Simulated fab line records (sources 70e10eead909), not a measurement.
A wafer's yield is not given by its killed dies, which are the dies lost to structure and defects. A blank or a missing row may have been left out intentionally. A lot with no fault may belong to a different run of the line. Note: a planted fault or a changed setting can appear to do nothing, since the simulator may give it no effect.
What tool caused it?	flow nandHarc	6 lots, 18 wafers sampled, at 1 step of a route of 1159

## WHAT EACH GAUGE READ, for each wafer
NHARC_A_CONTACT_OVL_MEAS_43.
lot	measured	on	overlayXNm (nm)
L220	day 16 23:26	overlay-01	-0.9 -1.5 -0.9
L223	day 17 22:32	overlay-02	-1.1 0.0 -0.6
L230	day 19 16:58	overlay-01	0.3 0.2 -0.2
L234	day 20 20:39	overlay-01	0.3 0.3 0.1
L236	day 21 12:46	overlay-01	-0.8 -0.4 -0.3
L235	day 21 17:49	overlay-02	0.6 0.6 0.5

## EACH LOT AND THE TOOL THAT RAN IT (in order: tool; ch and the chambers of the sampled wafers; start)
No process step before these readings appears in the record.

## THE ANSWER, worked out from the rows above alone
Rule: the usual values come from the lots themselves. Put in order of their means at a reading, lots are off if they are a third of the lots or fewer, leave a main group of 4 or more, and stand apart from it by a gap of 3 or more times the standard deviation of the main group's means; of several such gaps the widest counts. A main group is skipped when, at the precision printed for the reading in the tables above, its means are all equal. A lot without any number at a reading at which 4 lots or more have one is off too. All remaining lots with rows at the step are treated as sound.
No lot is off on any of the readings shown, so nothing can be concluded from this.

## WHAT THE SIMULATOR HAD PUT IN
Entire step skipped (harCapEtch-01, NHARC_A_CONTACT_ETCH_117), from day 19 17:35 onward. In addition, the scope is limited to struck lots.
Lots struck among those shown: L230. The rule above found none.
